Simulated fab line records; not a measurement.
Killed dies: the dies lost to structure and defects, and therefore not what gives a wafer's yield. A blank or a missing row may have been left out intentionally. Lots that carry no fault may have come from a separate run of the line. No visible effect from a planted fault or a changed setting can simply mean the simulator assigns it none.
fab line records | flow n5-finfet
record lots=10 wafers=28 last-day=20
route steps=1938 shown BEOL_M10@1487 PASSIVATION@1936
lots with no fault: from the same line, run without faults
start-h: start of the lot's first displayed wafer, in hours after the record's first day | wait-h: hours since the lot's step before | " same as the row above | L1.1+2: several wafers, shown together as one row | - no value present, or no start provided | * or withheld: withheld | < > ~ a bound
route shown NAME@n: a module of which the file shows steps, and the number in the route of the first | usual: mean and standard deviation over wafers with no fault | same: alike in all rows | chamber/n: place in a boat | sites: readings site by site | _std_site: their standard deviation | _edge_site: the outer-site mean with the inner-site mean subtracted | radius-mm: for every site, how far away it sits from the centre of the wafer | mask NAME#n: copy n | behind: the tool/chamber that last shaped the wafer | hold: the reason the lot was held/the length of the hold in hours/how it ended | device: the n, p or np transistor that did not switch | end of line: the route-end tests of the same wafers | where a step has no rows: the recipe by itself | killed: dies that structure and defects cost at the first sort, which is not the same as the wafer's yield | map: per-die view of a wafer (x killed, . not killed, _ where there is no die)
set.NAME: the run value of the setting; set.NAME@STEP: its run value at that earlier step | model.NAME: the simulator's own value behind a step, which no gauge read
the route's steps for a sample of lots (tables are steps, rows are wafers)
services: a tool's chamber out of use, with start hour (start-h, from the record's first day; less than 0 if before it), hours out, and reason
## steps
# step N5_BEOL_M10_ETCH_61
# recipe chemistry=CF4 target=SiARC target-depth-a=390 mask-material=CAR-ArF time-s=65 ion-energy-ev=80 pressure-mtorr=40 source-w=545 bias-w=36 Ar_flow_sccm=100 cf4-flow-sccm=100 ends=cleared
# usual drypump-motor-current-A=5.6/0.41 etch-rf-on-time-s=64.1/2.1 oes-product-au=0.68/0.081 rf-vpp-V=184.0/1.3 showerhead-plenum-p-Torr=2.13/0.084 throttle-valve-pct=15.60/0.28
# columns lot.wafer tool chamber start-h wait-h drypump-motor-current-A etch-rf-on-time-s oes-product-au rf-hours-counter-h rf-vpp-V showerhead-plenum-p-Torr throttle-valve-pct
L547.3 rie-diel-04 2 268.99 0.0 5.6 62.1 0.73 59 183.4 2.19 15.85
L547.5 " 3 " " 5.5 61.5 0.66 - 183.7 2.04 15.65
L547.6 " 2 " " 5.6 62.1 0.74 - 184.2 2.19 15.88
L555.2 rie-diel-04 1 296.58 0.0 6.1 64.8 0.60 218 183.4 2.05 16.01
L555.6 " 3 " " 5.5 60.9 0.66 - 181.9 2.04 15.69
L554.2 rie-diel-04 2 300.21 0.0 5.6 62.4 0.72 73 184.4 2.19 15.89
L554.4 " 0 " " 5.8 65.8 0.63 164 183.6 2.12 15.25
L554.5 " 3 " " 5.5 60.4 0.66 - 182.1 2.04 15.68
L553.2 rie-diel-05 3 318.22 0.0 5.5 62.1 0.80 23 186.0 2.29 15.20
L553.3 " 0 " " 5.2 65.6 0.60 240 183.5 2.02 15.53
L553.4 " 2 " " 5.2 64.0 0.78 14 184.6 2.19 15.35
L559.1 rie-diel-01 3 342.32 0.0 5.1 66.6 0.61 201 182.0 2.04 15.85
L559.2 " 0 " " 6.3 62.1 0.77 37 185.1 2.18 15.40
L559.4 " 2 " " 5.1 62.6 0.87 1 183.6 2.09 15.27
L561.2 rie-diel-01 0 348.92 0.0 6.3 62.8 0.77 39 184.0 2.18 15.42
L561.6 " 2 " " 5.2 63.3 0.87 - 185.0 2.09 15.29
L562.1 rie-diel-01 2 377.81 0.0 5.2 63.3 0.84 8 184.6 2.09 15.29
L562.3 " 3 " " 5.0 65.6 0.62 209 183.1 2.04 15.85
L562.5 " 2 " " 5.1 63.2 0.84 - 182.2 2.09 15.28
L566.4 rie-diel-04 3 388.58 0.0 5.5 61.7 0.63 - 183.6 2.03 15.75
L566.5 " 2 " " 5.6 62.3 0.69 - 186.2 2.18 15.99
L566.6 " 3 " " 5.5 61.6 0.63 - 183.7 2.03 15.76
L568.2 rie-diel-04 2 393.61 0.0 5.6 62.3 0.68 114 183.6 2.17 15.97
L568.3 " 0 " " 5.9 65.8 0.62 185 183.7 2.11 15.28
L568.4 " 3 " " 5.5 60.7 0.62 - 183.8 2.03 15.76
L567.2 rie-diel-05 3 408.85 0.0 5.5 61.7 0.75 57 186.5 2.28 15.26
L567.4 " 2 " " 5.3 63.7 0.73 48 183.6 2.18 15.42
L567.5 " 3 " " 5.5 61.2 0.76 - 185.9 2.28 15.26
# step N5_BEOL_M10_ETCH_62
# recipe chemistry=N2/H2 target=SOC target-depth-a=1100 overetch-a=220 mask-material=SiARC temp-c=40 time-s=165 ion-energy-ev=200 pressure-mtorr=30 source-w=840 bias-w=150 n2-flow-sccm=200 h2-flow-sccm=200
# usual drypump-motor-current-A=5.6/0.41 oes-product-au=0.67/0.074 rf-vpp-V=523.6/2.9 showerhead-plenum-p-Torr=2.52/0.1 throttle-valve-pct=17.77/0.29
# columns lot.wafer tool chamber start-h wait-h drypump-motor-current-A oes-product-au rf-hours-counter-h rf-vpp-V showerhead-plenum-p-Torr throttle-valve-pct
L547.3 rie-diel-04 2 269.04 0.0 5.6 0.72 59 524.4 2.57 17.91
L547.5 " 3 " " 5.5 0.63 - 521.3 2.42 17.77
L547.6 " 2 " " 5.6 0.72 - 524.5 2.57 17.91
L555.2 rie-diel-04 1 296.63 0.0 6.2 0.60 218 520.9 2.42 18.14
L555.6 " 3 " " 5.5 0.63 - 519.0 2.41 17.79
L554.2 rie-diel-04 2 300.26 0.0 5.6 0.70 73 526.0 2.56 17.93
L554.4 " 0 " " 5.8 0.63 164 523.1 2.55 17.63
L554.5 " 3 " " 5.5 0.62 - 521.2 2.41 17.79
L553.2 rie-diel-05 3 318.27 0.0 5.5 0.78 23 530.2 2.67 17.09
L553.3 " 0 " " 5.1 0.60 240 519.7 2.41 17.89
L553.4 " 2 " " 5.3 0.77 14 525.9 2.56 17.28
L559.1 rie-diel-01 3 342.37 0.0 5.0 0.62 201 519.7 2.39 17.82
L559.2 " 0 " " 6.3 0.75 37 525.9 2.57 17.48
L559.4 " 2 " " 5.1 0.85 1 521.3 2.53 17.91
L561.2 rie-diel-01 0 348.97 0.0 6.2 0.74 39 523.6 2.57 17.48
L561.6 " 2 " " 5.1 0.84 - 522.4 2.53 17.93
L562.1 rie-diel-01 2 377.86 0.0 5.1 0.82 8 522.3 2.52 17.91
L562.3 " 3 " " 5.1 0.61 209 518.7 2.39 17.84
L562.5 " 2 " " 5.1 0.82 - 523.1 2.52 17.92
L566.4 rie-diel-04 3 388.70 0.1 5.5 0.60 - 520.4 2.40 17.85
L566.5 " 2 " " 5.6 0.66 - 523.5 2.55 18.00
L566.6 " 3 " " 5.5 0.60 - 520.4 2.40 17.88
L568.2 rie-diel-04 2 393.66 0.0 5.6 0.66 114 524.8 2.55 18.00
L568.3 " 0 " " 5.8 0.61 185 522.7 2.54 17.69
L568.4 " 3 " " 5.5 0.60 - 520.5 2.40 17.87
L567.2 rie-diel-05 3 408.90 0.0 5.5 0.73 57 525.8 2.65 17.13
L567.4 " 2 " " 5.3 0.72 48 525.4 2.54 17.35
L567.5 " 3 " " 5.5 0.72 - 527.9 2.65 17.15
# step N5_BEOL_M10_OVL_MEAS_29
# recipe points-per-wafer=44
# usual V9_OVL=0.0/0.91
# columns lot.wafer tool chamber start-h wait-h V9_OVL[nm]
L547.3 overlay-02 0 269.76 0.0 0.3
L547.5 " 0 " " 1.5
L547.6 " 0 " " 0.6
L555.2 overlay-02 0 298.85 0.0 -0.3
L555.6 " 0 " " 0.2
L554.2 overlay-02 0 301.07 0.0 -0.9
L554.4 " 0 " " -0.8
L554.5 " 0 " " -0.7
L553.2 overlay-01 0 320.68 0.0 0.6
L553.3 " 0 " " -0.3
L553.4 " 0 " " 0.3
L559.1 overlay-02 0 344.14 0.0 1.8
L559.2 " 0 " " -0.3
L559.4 " 0 " " 0.8
L561.2 overlay-02 0 350.78 0.0 0.0
L561.6 " 0 " " -0.4
L562.1 overlay-02 0 383.47 0.0 -0.8
L562.3 " 0 " " 1.0
L562.5 " 0 " " -0.1
L566.4 overlay-01 0 391.53 0.0 -1.2
L566.5 " 0 " " -1.4
L566.6 " 0 " " -0.6
L568.2 overlay-01 0 395.30 0.0 0.4
L568.3 " 0 " " -1.3
L568.4 " 0 " " 0.6
L567.2 overlay-01 0 413.47 0.0 -0.1
L567.4 " 0 " " -0.2
L567.5 " 0 " " -0.9
# step N5_BEOL_M10_INSPECT_30
# recipe mode=adi inspect-instrument=brightfield
# usual raw-defect-count=412/83
# columns lot.wafer tool chamber start-h wait-h raw-defect-count
L547.3 defect-inspect-02 - 269.78 0.0 527
L547.5 " - " " 497
L547.6 " - " " 443
L555.2 defect-inspect-02 - 298.88 0.0 366
L555.6 " - " " 396
L554.2 defect-inspect-02 - 301.09 0.0 1043
L554.4 " - " " 339
L554.5 " - " " 346
L553.2 defect-inspect-02 - 320.70 0.0 621
L553.3 " - " " 389
L553.4 " - " " 302
L559.1 defect-inspect-01 - 344.16 0.0 388
L559.2 " - " " 388
L559.4 " - " " 457
L561.2 defect-inspect-01 - 350.80 0.0 323
L561.6 " - " " 328
L562.1 defect-inspect-02 - 383.49 0.0 389
L562.3 " - " " 454
L562.5 " - " " 523
L566.4 defect-inspect-02 - 391.55 0.0 333
L566.5 " - " " 425
L566.6 " - " " 360
L568.2 defect-inspect-02 - 395.33 0.0 288
L568.3 " - " " 452
L568.4 " - " " 435
L567.2 defect-inspect-02 - 413.50 0.0 462
L567.4 " - " " 453
L567.5 " - " " 413
# step N5_BEOL_M10_DESCUM_33
# recipe chemistry=O2 time-s=7.9 source-power-w=50 bias-power-w=20 pressure-mtorr=20 rf-frequency-hz=2.712e+07 temp-c=40 resist=CAR-ArF o2-flow-sccm=225
# usual drypump-motor-current-A=5.6/0.39 oes-product-au=0.80/0.1 rf-vpp-V=243.1/1.7 showerhead-plenum-p-Torr=2.09/0.087 throttle-valve-pct=20.4/0.3
# columns lot.wafer tool chamber start-h wait-h drypump-motor-current-A oes-product-au rf-hours-counter-h rf-vpp-V showerhead-plenum-p-Torr throttle-valve-pct
L547.3 rie-diel-05 1 269.82 0.0 6.2 0.75 166 243.9 2.09 20.9
L547.5 " 0 " " 5.1 0.72 - 242.4 1.95 20.1
L547.6 " 1 " " 6.1 0.75 - 242.5 2.09 20.9
L555.2 rie-diel-04 0 299.05 0.2 5.8 0.75 164 243.9 2.12 20.2
L555.6 " 1 " " 6.1 0.70 - 241.3 1.98 20.7
L554.2 rie-diel-01 0 301.13 0.0 6.3 0.94 18 244.1 2.16 20.3
L554.4 " 2 " " 5.1 0.69 246 242.8 2.06 20.6
L554.5 " 1 " " 5.8 0.76 - 245.2 2.18 20.2
L553.2 rie-diel-05 0 320.73 0.0 5.1 0.70 241 241.2 1.94 20.2
L553.3 " 1 " " 6.2 0.73 177 245.0 2.09 20.9
L553.4 " 2 " " 5.3 0.93 15 245.0 2.12 20.1
L559.1 rie-diel-05 2 344.19 0.0 5.3 0.90 23 244.7 2.12 20.1
L559.2 " 3 " " 5.4 0.92 32 243.8 2.24 20.1
L559.4 " 0 " " 5.1 0.69 248 240.5 1.94 20.2
L561.2 rie-diel-05 3 350.95 0.1 5.5 0.92 34 244.9 2.24 20.0
L561.6 " 2 " " 5.3 0.90 - 243.7 2.11 20.1
L562.1 rie-diel-04 2 383.53 0.0 5.6 0.81 108 243.9 2.08 20.5
L562.3 " 3 " " 5.5 0.71 221 240.6 2.01 20.7
L562.5 " 2 " " 5.6 0.81 - 244.3 2.08 20.5
L566.4 rie-diel-01 0 391.58 0.0 6.2 0.87 51 243.7 2.15 20.4
L566.5 " 3 " " 5.1 0.70 - 243.0 2.00 20.8
L566.6 " 0 " " 6.2 0.87 - 243.9 2.15 20.4
L568.2 rie-diel-05 0 395.36 0.0 5.1 0.94 10 246.1 2.20 19.9
L568.3 " 3 " " 5.5 0.90 54 244.6 2.23 20.1
L568.4 " 1 " " 6.2 0.72 200 242.7 2.08 20.9
L567.2 rie-diel-04 3 413.53 0.0 5.5 0.69 234 240.3 2.00 20.7
L567.4 " 2 " " 5.6 0.79 - 243.1 2.08 20.6
L567.5 " 0 " " 5.8 0.73 - 243.7 2.11 20.3
# step N5_PASSIVATION_PROBE_49
# usual defect-limited-yield=91.2/1.5 killed_at_M0_to_M3=36/10 killed_at_M4_up=14/5.2 killed-at-contacts=12/6 killed-at-front-end=37/10 killed-at-other=4/3.3 killed-dies=104/18 killed-on-rim=14/4.1 killed-open=68/14 killed-short=34/7.4 sort_bin_4_leakage=0.01/0.04 sort_bin_5_function=5.2/1 sort_bin_6_memory=3.3/0.7 sort_bin_8_speed=0.01/0.045 sort-n-pass=1076/18 sort-yield-pct=91.2/1.5
# same gross-dies=1180 killed-at-back-side=0
# columns lot.wafer tool chamber start-h wait-h defect-limited-yield[%] killed_at_M0_to_M3 killed_at_M4_up killed-at-contacts killed-at-front-end killed-at-other killed-dies killed-on-rim killed-open killed-short sort_bin_4_leakage[%] sort_bin_5_function[%] sort_bin_6_memory[%] sort_bin_8_speed[%] sort-n-pass sort-yield-pct[%]
L555.2 prober-02 - 347.36 0.1 90.6 37 15 11 45 3 111 17 79 29 0 5.8 3.3 0 1069 90.6
L555.6 prober-02 - 347.56 0.3 91.7 30 16 10 38 4 98 13 64 30 0 5.3 2.8 0 1082 91.7
L554.2 prober-02 - 348.20 0.1 81.4 42 126 20 24 8 220 30 78 33 0 12.5 3.5 0 960 81.4
L554.4 prober-02 - 348.30 0.2 87.6 44 27 12 57 6 146 17 102 42 0 7.6 4.5 0 1034 87.6
L554.5 prober-02 - 348.35 0.2 87.6 63 26 14 36 7 146 19 95 48 0 7.9 4.0 0 1034 87.6
L559.1 prober-01 - 401.20 0.0 91.9 41 15 2 34 4 96 9 67 29 0 4.8 3.1 0 1084 91.9
L559.2 prober-01 - 401.25 0.1 91.3 33 22 9 35 4 103 13 67 33 0 4.7 3.8 0 1077 91.3
L559.4 prober-01 - 401.35 0.2 93.7 24 11 9 27 3 74 8 48 24 0 3.3 2.8 0 1106 93.7
L566.4 prober-02 - 460.19 0.2 93.1 42 10 7 22 0 81 8 54 26 0 4.4 2.1 0 1099 93.1
L566.5 prober-02 - 460.24 0.2 92.7 42 10 6 27 1 86 6 55 30 0 4.4 2.6 0 1094 92.7
L566.6 prober-02 - 460.29 0.3 91.3 54 9 16 23 1 103 17 72 30 0 4.3 4.3 0 1077 91.3
L562.1 prober-01 - 470.34 0.0 91.4 36 12 9 43 1 101 11 64 35 0 5.6 2.8 0 1079 91.4
L562.3 prober-01 - 470.44 0.1 91.2 27 15 4 47 11 104 12 76 27 0 4.2 4.2 0.08 1076 91.2
L562.5 prober-01 - 470.54 0.2 91.9 22 6 12 49 6 95 12 62 31 0 4.5 3.3 0 1085 91.9
L567.2 prober-02 - 488.71 0.1 90.4 50 12 18 30 3 113 13 75 38 0 5.3 3.8 0 1067 90.4
L567.4 prober-02 - 488.81 0.2 91.3 35 19 13 28 8 103 14 65 36 0 4.6 3.7 0 1077 91.3
L567.5 prober-02 - 488.86 0.2 91.4 52 10 14 19 6 101 15 61 40 0 5.7 2.5 0 1079 91.4
# killed by level:class
L555.2 STI_FIN_REVEAL:geometric-particle:open=16 BEOL_M3:geometric-particle:open=12 MOL_CONTACT_COAG:geometric-particle:open=10 FIN_SAQP:geometric-particle:short=7 BEOL_M2:geometric-particle:open=7 GATE_CUT:geometric-particle:short=5 BEOL_M1:geometric-particle:open=5 FIN_SAQP:geometric-particle:open=4
L555.6 FIN_SAQP:geometric-particle:open=10 STI_FIN_REVEAL:geometric-particle:open=7 MOL_CONTACT_COAG:geometric-particle:open=7 BEOL_M0_SAQP:geometric-particle:open=6 BEOL_M2:geometric-particle:open=6 BEOL_M3:geometric-particle:open=5 BEOL_M0_SAQP:geometric-particle:short=4 BEOL_M1:geometric-particle:open=4
L554.2 BEOL_M10:unspecified=109 BEOL_M3:geometric-particle:open=15 MOL_CONTACT_COAG:geometric-particle:open=15 BEOL_M0_SAQP:geometric-particle:open=9 BEOL_M0_SAQP:geometric-particle:short=7 BEOL_M4:geometric-particle:open=7 MOL_CONTACT_COAG:geometric-particle:short=5 FIN_SAQP:geometric-particle:short=4
L554.4 STI_FIN_REVEAL:geometric-particle:open=24 BEOL_M4:geometric-particle:open=14 BEOL_M3:geometric-particle:open=11 MOL_CONTACT_COAG:geometric-particle:open=8 BEOL_M2:geometric-particle:open=8 BEOL_M0_SAQP:geometric-particle:short=7 STARTING-WAFER:geometric-particle:open=7 ILD0:geometric-particle:open=5
L554.5 BEOL_M3:geometric-particle:open=15 BEOL_M2:geometric-particle:open=15 BEOL_M4:geometric-particle:open=13 MOL_CONTACT_COAG:geometric-particle:open=11 BEOL_M0_SAQP:geometric-particle:short=9 BEOL_M0_SAQP:geometric-particle:open=6 STARTING-WAFER:geometric-particle:open=6 BEOL_M3:geometric-particle:short=5
L559.1 BEOL_M0_SAQP:geometric-particle:short=14 STI_FIN_REVEAL:geometric-particle:open=10 BEOL_M3:geometric-particle:open=10 FIN_SAQP:geometric-particle:open=7 BEOL_M0_SAQP:geometric-particle:open=7 BEOL_M4:geometric-particle:open=6 FIN_SAQP:geometric-particle:short=4 BEOL_M7:geometric-particle:open=4
L559.2 BEOL_M4:geometric-particle:open=13 BEOL_M0_SAQP:geometric-particle:open=12 MOL_CONTACT_COAG:geometric-particle:open=9 STI_FIN_REVEAL:geometric-particle:open=8 BEOL_M0_SAQP:geometric-particle:short=7 FIN_SAQP:geometric-particle:short=6 FIN_SAQP:geometric-particle:open=5 DUMMY_GATE:geometric-particle:open=4
L559.4 BEOL_M0_SAQP:geometric-particle:open=9 FIN_SAQP:geometric-particle:open=7 MOL_CONTACT_COAG:geometric-particle:open=7 BEOL_M0_SAQP:geometric-particle:short=6 BEOL_M0:geometric-particle:open=4 STARTING-WAFER:geometric-particle:short=4 GATE_CUT:geometric-particle:open=3 GATE_CUT:geometric-particle:short=3
L566.4 BEOL_M3:geometric-particle:open=8 BEOL_M3:geometric-particle:short=7 BEOL_M1:geometric-particle:open=7 BEOL_M0_SAQP:geometric-particle:open=6 MOL_CONTACT_COAG:geometric-particle:open=6 BEOL_M2:geometric-particle:open=6 BEOL_M1:geometric-particle:short=5 FIN_SAQP:geometric-particle:open=4
L566.5 BEOL_M3:geometric-particle:open=14 BEOL_M1:geometric-particle:open=9 MOL_CONTACT_COAG:geometric-particle:open=6 BEOL_M0_SAQP:geometric-particle:short=6 FIN_SAQP:geometric-particle:open=5 GATE_CUT:geometric-particle:short=5 BEOL_M0_SAQP:geometric-particle:open=5 ILD0:geometric-particle:short=4
L566.6 MOL_CONTACT_COAG:geometric-particle:open=14 BEOL_M3:geometric-particle:open=13 BEOL_M0_SAQP:geometric-particle:open=10 BEOL_M0_SAQP:geometric-particle:short=9 BEOL_M2:geometric-particle:open=9 BEOL_M1:geometric-particle:open=5 GATE_CUT:geometric-particle:short=4 BEOL_M3:geometric-particle:short=4
L562.1 BEOL_M2:geometric-particle:open=12 STI_FIN_REVEAL:geometric-particle:open=11 FIN_SAQP:geometric-particle:open=9 FIN_SAQP:geometric-particle:short=6 BEOL_M0_SAQP:geometric-particle:open=6 GATE_CUT:geometric-particle:short=5 MOL_CONTACT_COAG:geometric-particle:open=5 BEOL_M4:geometric-particle:open=5
L562.3 FIN_SAQP:geometric-particle:open=22 GATE_CUT:geometric-particle:open=9 FIN_SAQP:geometric-particle:short=8 BEOL_M0_SAQP:geometric-particle:short=8 BEOL_M5:geometric-particle:open=8 BEOL_M0_SAQP:geometric-particle:open=6 MIM_TOP:geometric-particle:open=5 STI_FIN_REVEAL:geometric-particle:open=4
L562.5 FIN_SAQP:geometric-particle:open=14 MOL_CONTACT_COAG:geometric-particle:open=10 STI_FIN_REVEAL:geometric-particle:open=9 GATE_CUT:geometric-particle:short=8 FIN_SAQP:geometric-particle:short=5 BEOL_M1:geometric-particle:open=5 DUMMY_GATE:geometric-particle:open=4 BEOL_M2:geometric-particle:short=4
L567.2 MOL_CONTACT_COAG:geometric-particle:open=15 FIN_SAQP:geometric-particle:short=12 BEOL_M0_SAQP:geometric-particle:short=12 BEOL_M0_SAQP:geometric-particle:open=11 BEOL_M2:geometric-particle:open=9 BEOL_M1:geometric-particle:open=7 FIN_SAQP:geometric-particle:open=6 BEOL_M0:geometric-particle:open=5
L567.4 MOL_CONTACT_COAG:geometric-particle:open=12 FIN_SAQP:geometric-particle:short=10 BEOL_M0_SAQP:geometric-particle:open=10 BEOL_M2:geometric-particle:open=8 BEOL_M4:geometric-particle:open=5 BEOL_M0_SAQP:geometric-particle:short=4 BEOL_M4:geometric-particle:short=4 MIM_TOP_ETCH:geometric-particle:short=4
L567.5 MOL_CONTACT_COAG:geometric-particle:open=12 BEOL_M0_SAQP:geometric-particle:short=10 BEOL_M0_SAQP:geometric-particle:open=10 BEOL_M2:geometric-particle:open=10 GATE_CUT:geometric-particle:short=5 BEOL_M0:geometric-particle:open=5 BEOL_M1:geometric-particle:short=4 BEOL_M3:geometric-particle:open=4
## services
# columns tool chamber start-h hours kind
rie-diel-04 0 268.44 10.6 repair
rie-diel-05 2 269.41 - clean
rie-diel-05 2 269.41 - consumable-replace:focus-ring
rie-diel-05 2 269.41 16.1 scheduled-down
rie-diel-05 2 269.41 16.1 vent-cycle
rie-diel-04 3 273.77 2.0 repair
rie-diel-05 1 286.76 30.4 repair
rie-diel-01 1 313.20 6.2 repair
rie-diel-01 2 319.40 - clean
rie-diel-01 2 319.40 - consumable-replace:focus-ring
rie-diel-01 2 319.40 19.2 scheduled-down
rie-diel-01 2 319.40 19.2 vent-cycle
rie-diel-05 0 350.11 - clean
rie-diel-05 0 350.11 - consumable-replace:focus-ring
rie-diel-05 0 350.11 - consumable-replace:showerhead
rie-diel-05 0 350.11 16.8 scheduled-down
rie-diel-05 0 350.11 16.8 vent-cycle
rie-diel-01 - 351.84 15.6 pm
rie-diel-04 1 380.23 18.4 repair
rie-diel-04 0 386.71 4.0 repair
## key
first-sign step=N5_BEOL_M10_INSPECT_30 reading=raw-defect-count direction=up sigmas=7.6 usual=412 struck=1043
effect step=N5_PASSIVATION_PROBE_49 reading=killed_at_M4_up direction=up sigmas=22 usual=14 struck=126
more-kills-born-at N5_BEOL_M10_ETCH_62@rie-diel-04=109
met-at N5_BEOL_M10_ETCH_62
struck-lots L554
struck-wafers L554.2
not-acting-at N5_BEOL_M10_ETCH_61,N5_BEOL_M10_OVL_MEAS_29,N5_BEOL_M10_DESCUM_33
onset-between 269.04 300.26
fault kind=chamber-particle-source tool=rie-diel-04 chamber=2 onset-h=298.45 steps=N5_BEOL_M10_ETCH_62 rate-per-visit-cm2=0.8824 end-h=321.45
